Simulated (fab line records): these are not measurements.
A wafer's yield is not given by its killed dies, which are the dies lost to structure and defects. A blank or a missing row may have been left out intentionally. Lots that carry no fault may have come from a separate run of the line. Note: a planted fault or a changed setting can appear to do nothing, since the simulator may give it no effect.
fab line records :: flow nandHarc
record
  lots=6
  wafers=18
  lastDay=23
route steps=1159 shown P_ZERO_WELL@29 END@1159
lots that met no fault: taken from a fault-free run of the same line
startH: hours from the record's opening day to when the first of the lot's shown wafers began :: waitH: hours elapsed since this lot's preceding step :: " the same as in the row above :: L1.1+2: several wafers, shown together as one row :: - no value, or no start given :: * or withheld: withheld :: < > ~ a bound
route shown NAME@n: names a module that has steps shown in the file, with the first one's number in the route :: usual: mean/standard deviation of fault-free wafers :: same: alike in all rows :: chamber/n: place in a boat :: sites: readings site by site :: _std_site: how widely they spread, as a standard deviation :: _edge_site: mean of outer sites minus mean of inner sites :: radiusMm: how far each site lies from the wafer's centre :: mask NAME#n: copy n :: behind: tool/chamber where the wafer was last shaped :: hold: why the lot went on hold/how many hours it stayed there/how the hold came to an end :: device: whichever transistor did not switch (one of n, p or np) :: end of line: tests run on the same wafers once the route is complete :: a step without rows: its recipe alone :: killed: not the wafer's yield, but the dies lost to structure and defects at the first sort :: map: per-die view of a wafer (x killed, . not killed, _ where there is no die)
set.NAME: setting as actually run; set.NAME@STEP: the setting as run at that earlier step :: model.NAME: the simulator's own value behind a step, which no gauge read
a table for each step, a row for each wafer; lots at some steps of the route
services: when a tool's chamber went out of use (startH, in hours from the record's first day, below 0 if earlier), for how many hours, and the reason
## steps
# step NHARC_P_ZERO_WELL_CD_MEAS_24
# recipe
  targetCdNm=720
  landingEnergyEv=500
# usual
  cdNm=720.2/2.1
lot.wafer: L592.1
tool: cdSem-02
chamber: 0
startH: 14.45
waitH: -
cdNm: 722.2

lot.wafer: L592.4
tool: cdSem-02
chamber: 0
startH: 14.45
waitH: -
cdNm: 719.2

lot.wafer: L592.6
tool: cdSem-02
chamber: 0
startH: 14.45
waitH: -
cdNm: 721.9

lot.wafer: L593.1
tool: cdSem-03
chamber: 0
startH: 20.56
waitH: -
cdNm: 721.4

lot.wafer: L593.5
tool: cdSem-03
chamber: 0
startH: 20.56
waitH: -
cdNm: 719.1

lot.wafer: L593.6
tool: cdSem-03
chamber: 0
startH: 20.56
waitH: -
cdNm: 719.7

lot.wafer: L596.2
tool: cdSem-01
chamber: 0
startH: 38.49
waitH: -
cdNm: 719.7

lot.wafer: L596.4
tool: cdSem-01
chamber: 0
startH: 38.49
waitH: -
cdNm: 721.9

lot.wafer: L596.6
tool: cdSem-01
chamber: 0
startH: 38.49
waitH: -
cdNm: 718.6

lot.wafer: L598.1
tool: cdSem-03
chamber: 0
startH: 50.47
waitH: -
cdNm: 719.3

lot.wafer: L598.2
tool: cdSem-03
chamber: 0
startH: 50.47
waitH: -
cdNm: 719.2

lot.wafer: L598.3
tool: cdSem-03
chamber: 0
startH: 50.47
waitH: -
cdNm: 718.1

lot.wafer: L605.1
tool: cdSem-03
chamber: 0
startH: 92.58
waitH: -
cdNm: 723.9

lot.wafer: L605.2
tool: cdSem-03
chamber: 0
startH: 92.58
waitH: -
cdNm: 718.8

lot.wafer: L605.3
tool: cdSem-03
chamber: 0
startH: 92.58
waitH: -
cdNm: 721.3

lot.wafer: L608.1
tool: cdSem-01
chamber: 0
startH: 110.63
waitH: -
cdNm: 718.9

lot.wafer: L608.2
tool: cdSem-01
chamber: 0
startH: 110.63
waitH: -
cdNm: 717.9

lot.wafer: L608.4
tool: cdSem-01
chamber: 0
startH: 110.63
waitH: -
cdNm: 721.1
# step NHARC_P_ZERO_WELL_HARDBAKE_25
# recipe
  tempC=125
  timeS=80
# step NHARC_P_ZERO_WELL_DESCUM_26
# recipe
  timeS=3
  o2FlowSccm=200
  arFlowSccm=0
  biasPowerW=0
  chemistry=O2
# usual
  drypumpMotorCurrentA=5.5/0.37
  oesProductAu=1.000/0.014
  rfVppV=58.1/0.97
  showerheadPlenumPTorr=1.94/0.082
  throttleValvePct=11.310/0.0096
lot.wafer: L592.4
tool: rieDiel-09
chamber: 3
startH: 14.61
waitH: -
drypumpMotorCurrentA: 5.2
oesProductAu: 1.001
rfHoursCounterH: 6
rfVppV: 57.5
showerheadPlenumPTorr: 2.04
throttleValvePct: 11.310

lot.wafer: L592.1
tool: rieDiel-09
chamber: 1
startH: 14.61
waitH: -
drypumpMotorCurrentA: 5.2
oesProductAu: 0.998
rfHoursCounterH: 7
rfVppV: 57.5
showerheadPlenumPTorr: 2.01
throttleValvePct: 11.306

lot.wafer: L592.6
tool: rieDiel-09
chamber: 0
startH: 14.61
waitH: -
drypumpMotorCurrentA: 5.2
oesProductAu: 1.001
rfHoursCounterH: -
rfVppV: 57.9
showerheadPlenumPTorr: 1.85
throttleValvePct: 11.307

lot.wafer: L593.1
tool: rieDiel-09
chamber: 1
startH: 20.74
waitH: -
drypumpMotorCurrentA: 5.2
oesProductAu: 1.007
rfHoursCounterH: 7
rfVppV: 57.6
showerheadPlenumPTorr: 2.01
throttleValvePct: 11.303

lot.wafer: L593.6
tool: rieDiel-09
chamber: 0
startH: 20.74
waitH: -
drypumpMotorCurrentA: 5.2
oesProductAu: 1.020
rfHoursCounterH: -
rfVppV: 57.7
showerheadPlenumPTorr: 1.85
throttleValvePct: 11.328

lot.wafer: L593.5
tool: rieDiel-09
chamber: 1
startH: 20.74
waitH: -
drypumpMotorCurrentA: 5.2
oesProductAu: 1.001
rfHoursCounterH: -
rfVppV: 57.6
showerheadPlenumPTorr: 2.01
throttleValvePct: 11.314

lot.wafer: L596.2
tool: rieDiel-08
chamber: 2
startH: 38.66
waitH: -
drypumpMotorCurrentA: 5.7
oesProductAu: 0.992
rfHoursCounterH: 5
rfVppV: 58.8
showerheadPlenumPTorr: 1.79
throttleValvePct: 11.327

lot.wafer: L596.4
tool: rieDiel-08
chamber: 3
startH: 38.66
waitH: -
drypumpMotorCurrentA: 5.3
oesProductAu: 0.989
rfHoursCounterH: 5
rfVppV: 60.4
showerheadPlenumPTorr: 1.96
throttleValvePct: 11.307

lot.wafer: L596.6
tool: rieDiel-08
chamber: 1
startH: 38.66
waitH: -
drypumpMotorCurrentA: 5.9
oesProductAu: 0.983
rfHoursCounterH: -
rfVppV: 58.5
showerheadPlenumPTorr: 1.87
throttleValvePct: 11.302

lot.wafer: L598.1
tool: rieDiel-08
chamber: 0
startH: 50.63
waitH: -
drypumpMotorCurrentA: 5.2
oesProductAu: 1.004
rfHoursCounterH: 5
rfVppV: 59.3
showerheadPlenumPTorr: 2.01
throttleValvePct: 11.308

lot.wafer: L598.2
tool: rieDiel-08
chamber: 1
startH: 50.63
waitH: -
drypumpMotorCurrentA: 5.9
oesProductAu: 0.988
rfHoursCounterH: 5
rfVppV: 56.4
showerheadPlenumPTorr: 1.87
throttleValvePct: 11.311

lot.wafer: L598.3
tool: rieDiel-08
chamber: 2
startH: 50.63
waitH: -
drypumpMotorCurrentA: 5.8
oesProductAu: 1.007
rfHoursCounterH: 6
rfVppV: 57.3
showerheadPlenumPTorr: 1.79
throttleValvePct: 11.305

lot.wafer: L605.2
tool: rieDiel-09
chamber: 0
startH: 92.73
waitH: -
drypumpMotorCurrentA: 5.2
oesProductAu: 1.021
rfHoursCounterH: 0
rfVppV: 57.0
showerheadPlenumPTorr: 1.85
throttleValvePct: 11.296

lot.wafer: L605.1
tool: rieDiel-09
chamber: 2
startH: 92.73
waitH: -
drypumpMotorCurrentA: 5.9
oesProductAu: 0.988
rfHoursCounterH: 0
rfVppV: 58.9
showerheadPlenumPTorr: 2.01
throttleValvePct: 11.312

lot.wafer: L605.3
tool: rieDiel-09
chamber: 3
startH: 92.73
waitH: -
drypumpMotorCurrentA: 5.2
oesProductAu: 1.022
rfHoursCounterH: 0
rfVppV: 58.4
showerheadPlenumPTorr: 2.04
throttleValvePct: 11.314

lot.wafer: L608.1
tool: rieDiel-08
chamber: 2
startH: 110.79
waitH: -
drypumpMotorCurrentA: 5.8
oesProductAu: 0.985
rfHoursCounterH: 10
rfVppV: 57.4
showerheadPlenumPTorr: 1.79
throttleValvePct: 11.318

lot.wafer: L608.2
tool: rieDiel-08
chamber: 0
startH: 110.79
waitH: -
drypumpMotorCurrentA: 5.2
oesProductAu: 0.999
rfHoursCounterH: 9
rfVppV: 59.4
showerheadPlenumPTorr: 2.01
throttleValvePct: 11.314

lot.wafer: L608.4
tool: rieDiel-08
chamber: 1
startH: 110.79
waitH: -
drypumpMotorCurrentA: 5.9
oesProductAu: 0.982
rfHoursCounterH: 10
rfVppV: 56.7
showerheadPlenumPTorr: 1.86
throttleValvePct: 11.298
# step NHARC_P_ZERO_WELL_IMPLANT_27
# recipe
  energyKev=600
  doseCm2=1e+13
  tiltDeg=7
# step NHARC_P_ZERO_WELL_IMPLANT_57
# recipe
  energyKev=250
  doseCm2=4e+12
  tiltDeg=7
# step NHARC_P_ZERO_WELL_IMPLANT_58
# recipe
  energyKev=100
  doseCm2=2e+12
  tiltDeg=7
# step NHARC_P_ZERO_WELL_STRIP_28
# recipe
  timeS=840
  tempC=130
  chemistry=SPM
# step NHARC_P_ZERO_WELL_DEHYDRATE_29
# recipe
  tempC=150
  timeS=120
# step NHARC_P_ZERO_WELL_HMDS_30
# recipe
  timeS=30
# step NHARC_P_ZERO_WELL_COAT_31
# recipe
  spinRpm=withheld
# step NHARC_P_ZERO_WELL_SOFTBAKE_32
# recipe
  tempC=122
  timeS=95
# step NHARC_P_ZERO_WELL_EBR_33
# step NHARC_P_ZERO_WELL_EXPOSE_34
# recipe
  na=0.6
  targetCdNm=720
  doseMj=22.31
  maskId=P_PWELL
# usual
  exposureDoseMJCm2=22.315/0.022
lot.wafer: L592.1
tool: krfScanner-01
chamber: 0
startH: 15.93
waitH: -
mask: P_PWELL#0
exposureDoseMJCm2: 22.339

lot.wafer: L592.4
tool: krfScanner-01
chamber: 0
startH: 15.93
waitH: -
mask: P_PWELL#0
exposureDoseMJCm2: 22.307

lot.wafer: L592.6
tool: krfScanner-01
chamber: 0
startH: 15.93
waitH: -
mask: P_PWELL#0
exposureDoseMJCm2: 22.312

lot.wafer: L593.1
tool: krfScanner-03
chamber: 0
startH: 22.05
waitH: -
mask: P_PWELL#0
exposureDoseMJCm2: 22.345

lot.wafer: L593.5
tool: krfScanner-03
chamber: 0
startH: 22.05
waitH: -
mask: P_PWELL#0
exposureDoseMJCm2: 22.301

lot.wafer: L593.6
tool: krfScanner-03
chamber: 0
startH: 22.05
waitH: -
mask: P_PWELL#0
exposureDoseMJCm2: 22.285

lot.wafer: L596.2
tool: krfScanner-01
chamber: 0
startH: 39.98
waitH: -
mask: P_PWELL#0
exposureDoseMJCm2: 25.277

lot.wafer: L596.4
tool: krfScanner-01
chamber: 0
startH: 39.98
waitH: -
mask: P_PWELL#0
exposureDoseMJCm2: 25.271

lot.wafer: L596.6
tool: krfScanner-01
chamber: 0
startH: 39.98
waitH: -
mask: P_PWELL#0
exposureDoseMJCm2: 25.243

lot.wafer: L598.1
tool: krfScanner-01
chamber: 0
startH: 51.97
waitH: -
mask: P_PWELL#0
exposureDoseMJCm2: 25.223

lot.wafer: L598.2
tool: krfScanner-01
chamber: 0
startH: 51.97
waitH: -
mask: P_PWELL#0
exposureDoseMJCm2: 25.224

lot.wafer: L598.3
tool: krfScanner-01
chamber: 0
startH: 51.97
waitH: -
mask: P_PWELL#0
exposureDoseMJCm2: 25.238

lot.wafer: L605.1
tool: krfScanner-02
chamber: 0
startH: 94.11
waitH: -
mask: P_PWELL#0
exposureDoseMJCm2: 22.314

lot.wafer: L605.2
tool: krfScanner-02
chamber: 0
startH: 94.11
waitH: -
mask: P_PWELL#0
exposureDoseMJCm2: 22.274

lot.wafer: L605.3
tool: krfScanner-02
chamber: 0
startH: 94.11
waitH: -
mask: P_PWELL#0
exposureDoseMJCm2: 22.312

lot.wafer: L608.1
tool: krfScanner-02
chamber: 0
startH: 112.12
waitH: -
mask: P_PWELL#0
exposureDoseMJCm2: 22.306

lot.wafer: L608.2
tool: krfScanner-02
chamber: 0
startH: 112.12
waitH: -
mask: P_PWELL#0
exposureDoseMJCm2: 22.311

lot.wafer: L608.4
tool: krfScanner-02
chamber: 0
startH: 112.12
waitH: -
mask: P_PWELL#0
exposureDoseMJCm2: 22.323
# step NHARC_P_ZERO_WELL_PEB_35
# recipe
  pebTempC=118
  pebTimeS=85
# step NHARC_P_ZERO_WELL_DEVELOP_36
# recipe
  timeS=70
# step NHARC_P_ZERO_WELL_CD_MEAS_37
# recipe
  targetCdNm=720
  landingEnergyEv=500
# usual
  cdNm=720.5/2.2
lot.wafer: L592.1
tool: cdSem-01
chamber: 0
startH: 16.09
waitH: -
cdNm: 721.6

lot.wafer: L592.4
tool: cdSem-01
chamber: 0
startH: 16.09
waitH: -
cdNm: 718.9

lot.wafer: L592.6
tool: cdSem-01
chamber: 0
startH: 16.09
waitH: -
cdNm: 718.4

lot.wafer: L593.1
tool: cdSem-02
chamber: 0
startH: 22.21
waitH: -
cdNm: 719.5

lot.wafer: L593.5
tool: cdSem-02
chamber: 0
startH: 22.21
waitH: -
cdNm: 719.2

lot.wafer: L593.6
tool: cdSem-02
chamber: 0
startH: 22.21
waitH: -
cdNm: 720.7

lot.wafer: L596.2
tool: cdSem-03
chamber: 0
startH: 40.13
waitH: -
cdNm: 743.5

lot.wafer: L596.4
tool: cdSem-03
chamber: 0
startH: 40.13
waitH: -
cdNm: 743.2

lot.wafer: L596.6
tool: cdSem-03
chamber: 0
startH: 40.13
waitH: -
cdNm: 739.8

lot.wafer: L598.1
tool: cdSem-01
chamber: 0
startH: 52.13
waitH: -
cdNm: 744.6

lot.wafer: L598.2
tool: cdSem-01
chamber: 0
startH: 52.13
waitH: -
cdNm: 743.4

lot.wafer: L598.3
tool: cdSem-01
chamber: 0
startH: 52.13
waitH: -
cdNm: 739.4

lot.wafer: L605.1
tool: cdSem-03
chamber: 0
startH: 94.27
waitH: -
cdNm: 718.9

lot.wafer: L605.2
tool: cdSem-03
chamber: 0
startH: 94.27
waitH: -
cdNm: 719.5

lot.wafer: L605.3
tool: cdSem-03
chamber: 0
startH: 94.27
waitH: -
cdNm: 723.6

lot.wafer: L608.1
tool: cdSem-03
chamber: 0
startH: 112.28
waitH: -
cdNm: 721.4

lot.wafer: L608.2
tool: cdSem-03
chamber: 0
startH: 112.28
waitH: -
cdNm: 719.8

lot.wafer: L608.4
tool: cdSem-03
chamber: 0
startH: 112.28
waitH: -
cdNm: 721.3
# step NHARC_P_ZERO_WELL_HARDBAKE_38
# recipe
  tempC=125
  timeS=80
# step NHARC_END_SORT_01
# recipe
  tempC=25
# usual
  killedAtArray=26/9.7
  killedAtOther=1.0/1.2
  killedAtPeriphery=3.9/2.6
  killedDies=31/9.7
  killedOpen=3.2/1.8
  killedShort=2.0/1.3
# same
  grossDies=677
lot.wafer: L608.1
tool: prober-01
chamber: 0
startH: 542.17
waitH: 2.5
killedAtArray: 37
killedAtOther: 0
killedAtPeriphery: 3
killedDies: 40
killedOpen: 3
killedShort: 0

lot.wafer: L608.2
tool: prober-01
chamber: 0
startH: 542.97
waitH: 2.8
killedAtArray: 43
killedAtOther: 1
killedAtPeriphery: 6
killedDies: 50
killedOpen: 5
killedShort: 4

lot.wafer: L608.4
tool: prober-01
chamber: 0
startH: 544.55
waitH: 3.4
killedAtArray: 49
killedAtOther: 0
killedAtPeriphery: 6
killedDies: 55
killedOpen: 4
killedShort: 2
# killed by level:class
L608.1 A_CHANNEL_HOLE_D1:chamberFilmFlake=18 A_SLIT:chamberFilmFlake=15 P_M2:chamberFilmFlake=2 P_STI:geometricParticle:open=1 A_CHANNEL_FILL_D1:geometricParticle:open=1 A_BLC:geometricParticle:open=1 A_WL_FILL:chamberFilmFlake=1 A_BLC:chamberFilmFlake=1
L608.2 A_CHANNEL_HOLE_D1:chamberFilmFlake=19 A_SLIT:chamberFilmFlake=15 P_M2:chamberFilmFlake=3 A_WL_FILL:geometricParticle:short=2 A_STAIRCASE:chamberFilmFlake=2 P_M0:geometricParticle:open=1 P_M0:geometricParticle:short=1 A_CHANNEL_FILL_D1:geometricParticle:short=1
L608.4 A_SLIT:chamberFilmFlake=24 A_CHANNEL_HOLE_D1:chamberFilmFlake=17 P_M2:chamberFilmFlake=3 A_BLC:geometricParticle:open=2 P_ZERO_WELL:chamberFilmFlake=2 A_SOURCE_PLATE:geometricParticle:short=1 A_ONON_D1:geometricParticle:open=1 A_CHANNEL_FILL_D1:geometricParticle:short=1
## services
tool: krfScanner-03
chamber: -
startH: -4.00
hours: 4.0
kind: pm

tool: rieDiel-08
chamber: 0
startH: 5.80
hours: -
kind: clean

tool: rieDiel-08
chamber: 1
startH: 5.80
hours: -
kind: clean

tool: rieDiel-08
chamber: 2
startH: 5.80
hours: -
kind: clean

tool: rieDiel-08
chamber: 3
startH: 5.80
hours: -
kind: clean

tool: rieDiel-09
chamber: 0
startH: 7.40
hours: -
kind: clean

tool: rieDiel-09
chamber: 1
startH: 7.40
hours: -
kind: clean

tool: rieDiel-09
chamber: 2
startH: 7.40
hours: -
kind: clean

tool: rieDiel-09
chamber: 3
startH: 7.40
hours: -
kind: clean

tool: krfScanner-01
chamber: -
startH: 11.77
hours: 2.8
kind: repair

tool: rieDiel-08
chamber: 0
startH: 30.30
hours: -
kind: clean

tool: rieDiel-08
chamber: 1
startH: 30.30
hours: -
kind: clean

tool: rieDiel-08
chamber: 2
startH: 30.30
hours: -
kind: clean

tool: rieDiel-08
chamber: 3
startH: 30.30
hours: -
kind: clean

tool: rieDiel-09
chamber: 0
startH: 31.90
hours: -
kind: clean

tool: rieDiel-09
chamber: 1
startH: 31.90
hours: -
kind: clean

tool: rieDiel-09
chamber: 2
startH: 31.90
hours: -
kind: clean

tool: krfScanner-02
chamber: -
startH: 38.00
hours: 4.0
kind: pm

tool: rieDiel-08
chamber: 1
startH: 41.22
hours: 3.9
kind: repair

tool: rieDiel-09
chamber: 0
startH: 63.07
hours: 9.2
kind: repair

tool: krfScanner-03
chamber: -
startH: 65.80
hours: 2.1
kind: repair

tool: rieDiel-09
chamber: -
startH: 77.31
hours: 9.0
kind: pm

tool: krfScanner-01
chamber: -
startH: 84.00
hours: 4.0
kind: pm

tool: rieDiel-09
chamber: 1
startH: 111.70
hours: 5.0
kind: repair
## key
firstSign
  step=NHARC_P_ZERO_WELL_EXPOSE_34
  reading=exposureDoseMJCm2
  direction=up
  sigmas=99+
  usual=22.315
  struck=25.246
effect
  step=NHARC_P_ZERO_WELL_CD_MEAS_37
  reading=cdNm
  direction=up
  sigmas=10
  usual=720.5
  struck=742.3
metAt NHARC_P_ZERO_WELL_EXPOSE_34
struckWafers L596.2,L596.4,L596.6,L598.1,L598.2,L598.3
testerLeftOut L596,L598
onsetBetween 15.93 39.98
fault
  kind=processParameterDrift
  tool=krfScanner-01
  chamber=-
  onsetH=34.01
  steps=NHARC_P_ZERO_WELL_EXPOSE_34
  channel=doseMj
  offset=2.9229
  shape=step
  actsIn=theseRecipesOnly
  stated=22.31
# testerLeftOut: of these lots the tester's yield and bins aren't shown, on N5 and GAA mostly nor the transistor test; their killed dies are dies lost to structure and defects alone, not to doping, threshold or leakage, so they don't give the yield
